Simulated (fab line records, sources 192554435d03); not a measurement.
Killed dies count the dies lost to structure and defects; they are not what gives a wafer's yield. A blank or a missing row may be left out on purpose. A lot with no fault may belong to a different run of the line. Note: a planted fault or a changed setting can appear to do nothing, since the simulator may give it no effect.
Matching of chambers	flow n5 finfet	rie diel-03 running N5_BEOL_M10_STRIP_19: 4 sister chambers
The step strips in O2. 18 wafers are shown with their chamber, then 9 later ones without.

## WAFERS PAIRED WITH THEIR CHAMBERS
wafer	chamber	drypump motor current A (A)	showerhead plenum p Torr (Torr)	throttle valve pct (%)
L075.2	3	6.3	2.26	16.66
L075.4	2	5.3	2.11	17.11
L075.6	0	5.7	2.17	16.73
L077.1	0	5.7	2.17	16.72
L077.3	3	6.3	2.26	16.66
L077.6	3	6.3	2.26	16.64
L082.1	1	5.3	2.11	16.80
L082.2	2	5.3	2.11	17.10
L082.4	0	5.7	2.17	16.75
L084.1	0	5.7	2.16	16.73
L084.2	1	5.2	2.11	16.79
L084.6	3	6.3	2.25	16.68
L089.2	2	5.3	2.10	17.15
L089.3	3	6.4	2.25	16.70
L089.4	1	5.2	2.10	16.81
L092.3	0	5.6	2.16	16.78
L092.4	2	5.3	2.10	17.14
L092.6	3	6.3	2.25	16.74

SIGNATURES, as means of the wafers listed above
reading	chamber 0	chamber 1	chamber 2	chamber 3	scatter within a chamber
drypump motor current A	5.680	5.233	5.300	6.317	0.0405
showerhead plenum p Torr	2.1660	2.1067	2.1050	2.2550	0.00558
throttle valve pct	16.7420	16.8000	17.1250	16.6800	0.0275
Rule: for a wafer and a chamber, the distance is found by dividing, reading by reading, the gap between the wafer's reading and the chamber's mean by the reading's scatter, squaring, summing and taking the root. The wafer belongs to the nearest chamber; if the next one is less than 2 further off, it can't be placed. How the scatter is found: for the shown wafers, subtract from each reading the mean of its chamber, square and add these, divide the total by (wafers less chambers), then take the root.

## WAFERS WITHOUT THEIR CHAMBER
wafer	drypump motor current A (A)	showerhead plenum p Torr (Torr)	throttle valve pct (%)
L094.1	6.3	2.24	16.73
L094.2	5.2	2.10	16.85
L094.5	6.3	2.24	16.73
L095.2	5.2	2.10	16.85
L095.3	6.3	2.24	16.75
L095.4	5.7	2.16	16.80
L096.2	5.3	2.10	17.18
L096.3	6.3	2.24	16.74
L096.4	5.7	2.15	16.85

## WHICH CHAMBER EACH WENT THROUGH
wafer	from the rows above	in truth
L094.1	3	3
L094.2	1	1
L094.5	3	3
L095.2	1	1
L095.3	3	3
L095.4	0	0
L096.2	2	2
L096.3	3	3
L096.4	0	0
9 of 9 placed correctly. Number that these rows cannot place: 0. Wrongly placed: 0.
